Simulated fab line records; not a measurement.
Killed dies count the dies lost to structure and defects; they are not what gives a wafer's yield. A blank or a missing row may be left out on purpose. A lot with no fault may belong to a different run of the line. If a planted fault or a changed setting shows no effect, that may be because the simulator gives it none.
Chamber matching ; flow n5_finfet ; 4 sister chambers for N5_SDB_CMP_30 on cmp-02
The step polishes, stops on poly-Si, t overpolish 1.54 s, target thk 30 nm. 8 wafers are shown with their chamber, then 9 later ones without.

WAFERS, EACH WITH ITS CHAMBER
wafer;chamber;motor_current_A (A);retaining_ring_pressure_frac
L077.2;1;10.6;0.994
L081.6;3;11.0;0.997
L087.1;2;12.1;0.998
L087.2;0;12.6;1.002
L087.3;1;10.4;0.994
L093.1;0;12.1;0.995
L093.3;3;10.1;0.990
L093.4;2;12.7;0.995

WAFERS WITH NO CHAMBER GIVEN
wafer;motor_current_A (A);retaining_ring_pressure_frac
L095.1;12.6;1.003
L095.4;10.3;1.003
L095.6;12.5;1.002
L096.3;12.4;0.998
L096.4;10.4;1.003
L096.5;12.5;0.992
L097.3;10.5;1.001
L097.4;10.1;1.002
L097.6;12.2;0.996

CHAMBER TAKEN BY EACH
wafer;from the rows above;in truth
L095.1;can't be placed: 0 or 2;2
L095.4;can't be placed: 1 or 3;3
L095.6;can't be placed: 0 or 2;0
L096.3;can't be placed: 0 or 2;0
L096.4;can't be placed: 1 or 3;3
L096.5;can't be placed: 2 or 0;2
L097.3;can't be placed: 1 or 3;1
L097.4;can't be placed: 1 or 3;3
L097.6;can't be placed: 2 or 0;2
Correct placement for 0 of the 9. Cannot be placed on the basis of these rows: 9; the candidates contain the true chamber in 9. Placed wrongly: 0.
How it was worked out, from the rows above alone: a wafer's distance from a chamber is the root of the sum, over the readings, of the square of ((its reading less the chamber's mean) divided by the reading's scatter). The wafer belongs to the nearest chamber; if the next one is less than 2 further off, it can't be placed. The mean given for a chamber averages the wafers shown for that chamber. The scatter is the square root of a quotient: the sum, over the shown wafers, of each reading's squared deviation from its chamber's mean, divided by wafers minus chambers.
